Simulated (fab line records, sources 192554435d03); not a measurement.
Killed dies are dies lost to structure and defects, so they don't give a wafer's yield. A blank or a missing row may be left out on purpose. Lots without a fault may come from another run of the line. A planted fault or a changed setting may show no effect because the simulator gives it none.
Chamber matching | flow n5_finfet | N5_BEOL_M4_VIA_ETCH_34 on rie_diel-05: 4 sister chambers
The step etches the open film in C4F6/O2, target depth 69.4 nm, time 65.9 s. 8 wafers are shown with their chamber, then 8 later ones without.

WAFERS WITH THEIR CHAMBER
wafer  | chamber | throttle_valve_pct (%) | showerhead_plenum_p_Torr (Torr)
L078.5 | 0       | 30.09                  | 2.85
L079.6 | 3       | 30.69                  | 3.01
L082.4 | 2       | 30.58                  | 2.93
L082.5 | 2       | 30.57                  | 2.93
L087.1 | 1       | 31.09                  | 2.72
L087.2 | 3       | 30.71                  | 3.00
L087.6 | 0       | 30.09                  | 2.84
L091.1 | 1       | 31.07                  | 2.72

WAFERS WITHOUT THEIR CHAMBER
wafer  | throttle_valve_pct (%) | showerhead_plenum_p_Torr (Torr)
L091.3 | 30.09                  | 2.84
L091.4 | 30.60                  | 2.92
L093.1 | 31.10                  | 2.72
L093.2 | 30.10                  | 2.84
L093.3 | 30.62                  | 2.92
L094.4 | 31.09                  | 2.72
L094.5 | 30.10                  | 2.84
L094.6 | 30.73                  | 3.00

WHICH CHAMBER EACH WENT THROUGH
wafer  | from the rows above | in truth
L091.3 | 0                   | 0
L091.4 | 2                   | 2
L093.1 | 1                   | 1
L093.2 | 0                   | 0
L093.3 | 2                   | 2
L094.4 | 1                   | 1
L094.5 | 0                   | 0
L094.6 | 3                   | 3
Placed correctly: 8 of 8. Can't be placed from these rows: 0. Placed wrongly: 0.
How it was worked out, from the rows above alone: a wafer's distance from a chamber is the root of the sum, over the readings, of the square of ((its reading less the chamber's mean) divided by the reading's scatter). The wafer belongs to the nearest chamber; if the next one is less than 2 further off, it can't be placed. A chamber's mean is the mean of its shown wafers. The scatter: the root of (the sum of the squares of (reading less its chamber's mean) over the shown wafers, divided by (wafers less chambers)).
